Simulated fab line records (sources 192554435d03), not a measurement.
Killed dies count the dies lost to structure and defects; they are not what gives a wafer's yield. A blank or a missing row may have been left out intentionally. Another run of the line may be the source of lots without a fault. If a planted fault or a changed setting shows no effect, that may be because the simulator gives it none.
Which tool is to blame? + flow n5_finfet + 23 lots with 69 wafers sampled at 5 steps, on a route of 1938 steps

## WHAT THE GAUGES SHOWED, per wafer
N5_BEOL_M10_INSPECT_58: inspects for defects (darkfield).
| lot  | measured     | on                | raw_defect_count |
|------|--------------|-------------------|------------------|
| L075 | day 10 10:16 | defect_inspect-02 | 99 28 62         |
| L074 | day 10 12:21 | defect_inspect-02 | 52 66 98         |
| L076 | day 10 18:59 | defect_inspect-01 | 54 118 79        |
| L078 | day 11 17:58 | defect_inspect-02 | 47 99 100        |
| L079 | day 11 18:15 | defect_inspect-02 | 63 171 55        |
| L081 | day 12 03:31 | defect_inspect-01 | 66 45 54         |
| L082 | day 12 12:01 | defect_inspect-01 | 52 77 81         |
| L080 | day 12 19:30 | defect_inspect-02 | 65 59 80         |
| L083 | day 12 21:48 | defect_inspect-01 | 24 68 53         |
| L085 | day 13 06:23 | defect_inspect-01 | 67 85 81         |
| L086 | day 13 06:40 | defect_inspect-02 | 110 108 84       |
| L084 | day 13 09:25 | defect_inspect-01 | 76 100 125       |
| L088 | day 13 13:59 | defect_inspect-02 | 94 99 123        |
| L087 | day 13 14:52 | defect_inspect-02 | 74 79 79         |
| L089 | day 14 04:53 | defect_inspect-02 | 88 107 126       |
| L090 | day 14 05:20 | defect_inspect-02 | 60 70 78         |
| L092 | day 14 13:06 | defect_inspect-02 | 41 66 97         |
| L093 | day 15 00:19 | defect_inspect-01 | 57 54 88         |
| L091 | day 15 00:34 | defect_inspect-01 | 52 49 51         |
| L094 | day 15 07:41 | defect_inspect-02 | 87 90 90         |
| L095 | day 15 14:07 | defect_inspect-02 | 70 95 79         |
| L096 | day 15 22:52 | defect_inspect-01 | 79 75 85         |
| L097 | day 16 21:38 | defect_inspect-02 | 94 86 70         |

N5_BEOL_M11_CD_MEAS_18: pitch 140 nm, target cd 70 nm.
| lot  | measured     | on        | cd_nm (nm)     |
|------|--------------|-----------|----------------|
| L075 | day 10 13:58 | cd_sem-02 | 68.1 69.8 68.9 |
| L074 | day 10 14:46 | cd_sem-02 | 69.3 69.0 69.3 |
| L076 | day 10 21:38 | cd_sem-01 | 70.0 69.2 69.7 |
| L078 | day 11 23:26 | cd_sem-01 | 69.5 68.8 69.2 |
| L079 | day 11 23:59 | cd_sem-02 | 70.5 70.0 68.9 |
| L081 | day 12 05:31 | cd_sem-02 | 70.0 68.8 69.7 |
| L082 | day 12 15:12 | cd_sem-01 | 70.5 70.2 70.0 |
| L080 | day 12 22:16 | cd_sem-03 | 69.7 70.1 69.4 |
| L083 | day 13 01:42 | cd_sem-01 | 70.4 69.8 70.0 |
| L085 | day 13 08:59 | cd_sem-03 | 70.5 70.8 70.9 |
| L086 | day 13 09:07 | cd_sem-03 | 70.6 70.4 70.9 |
| L084 | day 13 13:13 | cd_sem-01 | 69.4 69.8 69.1 |
| L088 | day 13 17:48 | cd_sem-03 | 70.0 69.6 67.9 |
| L087 | day 13 18:01 | cd_sem-01 | 69.3 70.4 69.2 |
| L089 | day 14 06:52 | cd_sem-01 | 69.8 69.7 69.7 |
| L090 | day 14 07:17 | cd_sem-01 | 68.7 68.7 69.2 |
| L092 | day 14 17:15 | cd_sem-03 | 70.3 69.7 70.3 |
| L093 | day 15 03:08 | cd_sem-02 | 70.2 70.0 70.4 |
| L091 | day 15 03:20 | cd_sem-01 | 69.7 69.9 69.7 |
| L094 | day 15 11:34 | cd_sem-01 | 69.5 70.4 68.5 |
| L095 | day 15 17:04 | cd_sem-02 | 71.6 71.6 71.7 |
| L096 | day 16 02:30 | cd_sem-02 | 69.3 69.3 69.9 |
| L097 | day 17 01:08 | cd_sem-03 | 70.3 68.9 69.5 |

N5_BEOL_M11_OVL_MEAS_29.
| lot  | measured     | on         | V10_OVL (nm)  |
|------|--------------|------------|---------------|
| L075 | day 10 15:46 | overlay-02 | 0.9 0.1 -0.3  |
| L074 | day 10 15:44 | overlay-01 | 1.3 1.2 1.7   |
| L076 | day 10 22:28 | overlay-01 | 0.0 0.9 0.6   |
| L078 | day 11 23:47 | overlay-02 | 1.1 0.4 0.2   |
| L079 | day 12 01:19 | overlay-01 | 0.1 1.1 0.9   |
| L081 | day 12 06:25 | overlay-01 | 0.3 0.9 0.9   |
| L082 | day 12 15:50 | overlay-01 | 0.5 0.7 1.5   |
| L080 | day 12 23:13 | overlay-01 | 0.5 0.5 0.5   |
| L083 | day 13 02:11 | overlay-01 | 0.3 -0.1 -0.2 |
| L085 | day 13 11:06 | overlay-02 | 0.6 0.3 -0.1  |
| L086 | day 13 10:56 | overlay-02 | 0.3 0.6 -0.6  |
| L084 | day 13 13:32 | overlay-01 | 0.0 -0.2 0.7  |
| L088 | day 13 19:40 | overlay-02 | 1.1 1.7 1.3   |
| L087 | day 13 19:29 | overlay-02 | 0.3 -0.9 -0.3 |
| L089 | day 14 07:18 | overlay-01 | -0.6 -0.3 0.8 |
| L090 | day 14 07:36 | overlay-01 | 0.5 0.7 -0.6  |
| L092 | day 14 17:36 | overlay-01 | 0.7 1.3 1.4   |
| L093 | day 15 04:35 | overlay-02 | 0.5 0.3 -0.1  |
| L091 | day 15 04:25 | overlay-02 | 0.4 1.2 1.2   |
| L094 | day 15 12:03 | overlay-01 | 0.5 0.9 0.1   |
| L095 | day 15 18:59 | overlay-01 | -0.4 0.3 -0.3 |
| L096 | day 16 04:35 | overlay-01 | 0.4 -0.4 0.2  |
| L097 | day 17 01:35 | overlay-02 | -0.7 -0.1 0.1 |

## EACH LOT AND THE TOOL THAT RAN IT (in order: tool; ch and the chambers of the sampled wafers; start)
| lot  | N5_BEOL_M11_ETCH_61                | N5_BEOL_M11_STRIP_19               |
|------|------------------------------------|------------------------------------|
| L075 | rie_diel-01 ch 0,2,3, day 10 13:32 | rie_diel-05 ch 0,3, day 10 13:53   |
| L074 | rie_diel-06 ch 1,2,3, day 10 14:21 | rie_diel-01 ch 0,1,2, day 10 14:42 |
| L076 | rie_diel-05 ch 1,3, day 10 21:13   | rie_diel-05 ch 0,3, day 10 21:34   |
| L078 | rie_diel-06 ch 1,2,3, day 11 22:58 | rie_diel-01 ch 0,1,3, day 11 23:22 |
| L079 | rie_diel-06 ch 0,1,3, day 11 23:13 | rie_diel-05 ch 0,1,3, day 11 23:55 |
| L081 | rie_diel-06 ch 2,3, day 12 05:02   | rie_diel-01 ch 0,1, day 12 05:27   |
| L082 | rie_diel-06 ch 0,1,2, day 12 14:47 | rie_diel-01 ch 0,2,3, day 12 15:08 |
| L080 | rie_diel-06 ch 1,2,3, day 12 21:51 | rie_diel-06 ch 1,2,3, day 12 22:12 |
| L083 | rie_diel-05 ch 0,1,2, day 13 01:15 | rie_diel-01 ch 0,1,3, day 13 01:38 |
| L085 | rie_diel-01 ch 0,1,3, day 13 08:27 | rie_diel-01 ch 0,1,3, day 13 08:55 |
| L086 | rie_diel-01 ch 0,2,3, day 13 08:42 | rie_diel-05 ch 0,2,3, day 13 09:03 |
| L084 | rie_diel-05 ch 0,1, day 13 12:31   | rie_diel-01 ch 0,1,3, day 13 13:08 |
| L088 | rie_diel-05 ch 0,1, day 13 17:16   | rie_diel-05 ch 0,1, day 13 17:44   |
| L087 | rie_diel-05 ch 0,1,2, day 13 17:31 | rie_diel-05 ch 0,1, day 13 17:57   |
| L089 | rie_diel-01 ch 0,2,3, day 14 06:22 | rie_diel-05 ch 1,2,3, day 14 06:47 |
| L090 | rie_diel-05 ch 0,1,2, day 14 06:52 | rie_diel-06 ch 0,2,3, day 14 07:13 |
| L092 | rie_diel-05 ch 0,3, day 14 16:50   | rie_diel-01 ch 0,1,2, day 14 17:12 |
| L093 | rie_diel-05 ch 1,2, day 15 02:37   | rie_diel-01 ch 0,1, day 15 03:04   |
| L091 | rie_diel-05 ch 0,1,2, day 15 02:55 | rie_diel-05 ch 0,1,2, day 15 03:16 |
| L094 | rie_diel-06 ch 0,1,3, day 15 11:00 | rie_diel-01 ch 1,2, day 15 11:29   |
| L095 | rie_diel-01 ch 0,1,3, day 15 16:34 | rie_diel-06 ch 1,3, day 15 17:00   |
| L096 | rie_diel-05 ch 0,1, day 16 02:05   | rie_diel-06 ch 1,3, day 16 02:26   |
| L097 | rie_diel-05 ch 0,1,2, day 17 00:43 | rie_diel-05 ch 0,1,3, day 17 01:04 |
- N5_BEOL_M11_ETCH_61: etches SiARC in CF4, target depth 39 nm, time 65 s.
- N5_BEOL_M11_STRIP_19: strips in O2.

## AS READ BY THE TOOLS THEMSELVES (means over the sampled wafers that have a number; for cases with no such wafer, the mark the record gives instead)
N5_BEOL_M11_ETCH_61.
| lot  | tool        | chamber_pressure_mTorr (mTorr) | drypump_motor_current_A (A) | etch_rf_on_time_s (s) | oes_product_au (a.u.) | rf_vpp_V (V) | showerhead_plenum_p_Torr (Torr) | throttle_valve_pct (%) |
|------|-------------|--------------------------------|-----------------------------|-----------------------|-----------------------|--------------|---------------------------------|------------------------|
| L075 | rie_diel-01 | 39.98                          | 5.70                        | 65.0                  | 0.64                  | 183.9        | 2.17                            | 15.56                  |
| L074 | rie_diel-06 | 40.00                          | 5.37                        | 65.6                  | 0.69                  | 183.7        | 2.13                            | 15.56                  |
| L076 | rie_diel-05 | 39.97                          | 5.45                        | 65.1                  | 0.62                  | 183.2        | 2.12                            | 15.74                  |
| L078 | rie_diel-06 | 40.03                          | 5.37                        | 64.8                  | 0.69                  | 184.1        | 2.13                            | 15.58                  |
| L079 | rie_diel-06 | 39.98                          | 5.46                        | 66.2                  | 0.68                  | 183.9        | 2.16                            | 15.56                  |
| L081 | rie_diel-06 | 40.01                          | 5.42                        | 64.8                  | 0.66                  | 183.9        | 2.09                            | 15.68                  |
| L082 | rie_diel-06 | 40.02                          | 5.56                        | 66.8                  | 0.65                  | 184.9        | 2.18                            | 15.63                  |
| L080 | rie_diel-06 | 40.00                          | 5.40                        | 65.4                  | 0.68                  | 184.2        | 2.13                            | 15.59                  |
| L083 | rie_diel-05 | 40.00                          | 5.61                        | 64.2                  | 0.66                  | 185.0        | 2.18                            | 15.53                  |
| L085 | rie_diel-01 | 40.03                          | 5.92                        | 65.5                  | 0.70                  | 183.7        | 2.18                            | 15.57                  |
| L086 | rie_diel-01 | 39.99                          | 5.70                        | 65.5                  | 0.71                  | 184.1        | 2.16                            | 15.44                  |
| L084 | rie_diel-05 | 39.99                          | 5.51                        | 63.0                  | 0.66                  | 184.8        | 2.17                            | 15.48                  |
| L088 | rie_diel-05 | 40.07                          | 5.76                        | 63.6                  | 0.64                  | 184.0        | 2.19                            | 15.54                  |
| L087 | rie_diel-05 | 39.98                          | 5.62                        | 63.5                  | 0.67                  | 184.4        | 2.17                            | 15.54                  |
| L089 | rie_diel-01 | 39.99                          | 5.70                        | 65.1                  | 0.70                  | 183.6        | 2.16                            | 15.46                  |
| L090 | rie_diel-05 | 39.97                          | 5.63                        | 63.9                  | 0.66                  | 185.4        | 2.17                            | 15.56                  |
| L092 | rie_diel-05 | 39.99                          | 5.89                        | 64.2                  | 0.68                  | 184.2        | 2.18                            | 15.58                  |
| L093 | rie_diel-05 | 40.02                          | 5.38                        | 64.2                  | 0.67                  | 183.2        | 2.14                            | 15.50                  |
| L091 | rie_diel-05 | 40.03                          | 5.61                        | 64.5                  | 0.65                  | 185.0        | 2.17                            | 15.57                  |
| L094 | rie_diel-06 | 39.99                          | 5.48                        | 66.5                  | 0.67                  | 184.5        | 2.15                            | 15.59                  |
| L095 | rie_diel-01 | 39.97                          | 5.93                        | 64.8                  | 0.76                  | 184.8        | 2.18                            | 15.45                  |
| L096 | rie_diel-05 | 40.01                          | 5.52                        | 65.2                  | 0.64                  | 184.3        | 2.16                            | 15.52                  |
| L097 | rie_diel-05 | 40.03                          | 5.62                        | 64.3                  | 0.63                  | 184.7        | 2.16                            | 15.60                  |

N5_BEOL_M11_STRIP_19.
| lot  | tool        | chamber_pressure_mTorr (mTorr) | drypump_motor_current_A (A) | oes_product_au (a.u.) | rf_vpp_V (V) | showerhead_plenum_p_Torr (Torr) | temp_c (C) | throttle_valve_pct (%) |
|------|-------------|--------------------------------|-----------------------------|-----------------------|--------------|---------------------------------|------------|------------------------|
| L075 | rie_diel-05 | 29.98                          | 5.7                         | 0.70                  | 4.4          | 2.11                            | 39.99      | 16.86                  |
| L074 | rie_diel-01 | 30.02                          | 5.7                         | 0.73                  | 3.5          | 2.14                            | 39.91      | 16.91                  |
| L076 | rie_diel-05 | 30.00                          | 5.7                         | 0.70                  | 4.0          | 2.11                            | 39.96      | 16.85                  |
| L078 | rie_diel-01 | 29.97                          | 5.9                         | 0.84                  | 3.4          | 2.16                            | 39.83      | 16.66                  |
| L079 | rie_diel-05 | 29.99                          | 5.6                         | 0.73                  | 3.1          | 2.12                            | 39.99      | 16.70                  |
| L081 | rie_diel-01 | 30.00                          | 6.0                         | 0.92                  | 3.1          | 2.16                            | 40.03      | 16.78                  |
| L082 | rie_diel-01 | 29.99                          | 5.6                         | 0.84                  | 4.7          | 2.12                            | 40.01      | 16.51                  |
| L080 | rie_diel-06 | 30.01                          | 5.4                         | 0.80                  | 3.9          | 2.08                            | 40.03      | 16.64                  |
| L083 | rie_diel-01 | 29.96                          | 6.0                         | 0.82                  | 3.5          | 2.15                            | 40.04      | 16.68                  |
| L085 | rie_diel-01 | 30.01                          | 5.9                         | 0.82                  | 3.3          | 2.15                            | 40.02      | 16.68                  |
| L086 | rie_diel-05 | 29.97                          | 5.7                         | 0.73                  | 3.1          | 2.12                            | 40.07      | 16.75                  |
| L084 | rie_diel-01 | 29.99                          | 6.0                         | 0.82                  | 4.2          | 2.15                            | 39.97      | 16.68                  |
| L088 | rie_diel-05 | 29.98                          | 5.5                         | 0.76                  | 3.3          | 2.13                            | 40.01      | 16.55                  |
| L087 | rie_diel-05 | 30.00                          | 5.8                         | 0.74                  | 3.6          | 2.15                            | 39.97      | 16.59                  |
| L089 | rie_diel-05 | 30.03                          | 5.4                         | 0.83                  | 3.4          | 2.09                            | 40.01      | 16.57                  |
| L090 | rie_diel-06 | 30.00                          | 5.6                         | 0.72                  | 3.5          | 2.08                            | 39.96      | 16.76                  |
| L092 | rie_diel-01 | 29.97                          | 5.8                         | 0.87                  | 3.9          | 2.13                            | 39.93      | 16.68                  |
| L093 | rie_diel-01 | 30.03                          | 6.1                         | 0.83                  | 3.2          | 2.15                            | 39.87      | 16.81                  |
| L091 | rie_diel-05 | 29.98                          | 5.6                         | 0.75                  | 3.2          | 2.12                            | 39.86      | 16.61                  |
| L094 | rie_diel-01 | 30.00                          | 5.5                         | 0.89                  | 3.4          | 2.09                            | 40.04      | 16.57                  |
| L095 | rie_diel-06 | 29.98                          | 5.3                         | 0.84                  | 3.6          | 2.09                            | 40.11      | 16.45                  |
| L096 | rie_diel-06 | 30.03                          | 5.3                         | 0.82                  | 4.0          | 2.06                            | 39.93      | 16.58                  |
| L097 | rie_diel-05 | 30.03                          | 5.6                         | 0.78                  | 3.4          | 2.11                            | 39.95      | 16.61                  |

## THE ANSWER, worked out from the rows above alone
Rule: usual is defined by the lots themselves. Put in order of their means at a reading, lots are off if they are a third of the lots or fewer, leave a main group of 4 or more, and stand apart from it by a gap of 3 or more times the standard deviation of the main group's means; of several such gaps the widest counts. Not used: any main group whose means are identical at the precision the tables above print for the reading. A lot without any number at a reading at which 4 lots or more have one is off too. Any other lot the step has rows for is counted as sound. The gauges are gone through in route order, then the tools' own readings, and for those a lot's mean is taken as printed above. The first step at which some lot is off is used, and at that step the reading that is off furthest; a lot without a number counts as furthest.
None of the lots is off at any reading shown; this tells nothing.

## WHAT HAD BEEN PUT IN BY THE SIMULATOR
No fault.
